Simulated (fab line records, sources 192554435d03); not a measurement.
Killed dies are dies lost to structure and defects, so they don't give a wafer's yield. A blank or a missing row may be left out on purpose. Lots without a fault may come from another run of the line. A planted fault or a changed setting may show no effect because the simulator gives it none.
Chamber matching | flow n5_finfet | N5_MIM_TOP_ETCH_PECVD_03 on pecvd-03: 3 sister chambers
The step deposits SiNx from SiH4/NH3/N2, target thk 20 nm, time 17.6 s. 6 wafers are shown with their chamber, then 7 later ones without.

WAFERS WITH THEIR CHAMBER
wafer  | chamber | showerhead_plenum_p_Torr (Torr) | throttle_valve_pct (%)
L371.4 | 1       | 5.16                            | 40.0
L373.1 | 1       | 5.15                            | 39.7
L373.2 | 2       | 5.09                            | 39.8
L373.6 | 0       | 5.28                            | 38.6
L385.2 | 2       | 5.09                            | 40.6
L385.3 | 0       | 5.27                            | 38.6

WAFERS WITHOUT THEIR CHAMBER
wafer  | showerhead_plenum_p_Torr (Torr) | throttle_valve_pct (%)
L385.6 | 5.18                            | 39.8
L387.3 | 5.27                            | 38.7
L387.4 | 5.09                            | 40.8
L387.6 | 5.16                            | 39.5
L386.1 | 5.26                            | 38.6
L386.3 | 5.09                            | 40.9
L386.5 | 5.09                            | 40.4

WHICH CHAMBER EACH WENT THROUGH
wafer  | from the rows above | in truth
L385.6 | 1                   | 1
L387.3 | 0                   | 0
L387.4 | 2                   | 2
L387.6 | 1                   | 1
L386.1 | 0                   | 0
L386.3 | 2                   | 2
L386.5 | 2                   | 2
Placed correctly: 7 of 7. Can't be placed from these rows: 0. Placed wrongly: 0.
How it was worked out, from the rows above alone: a wafer's distance from a chamber is the root of the sum, over the readings, of the square of ((its reading less the chamber's mean) divided by the reading's scatter). The wafer belongs to the nearest chamber; if the next one is less than 2 further off, it can't be placed. A chamber's mean is the mean of its shown wafers. The scatter: the root of (the sum of the squares of (reading less its chamber's mean) over the shown wafers, divided by (wafers less chambers)).
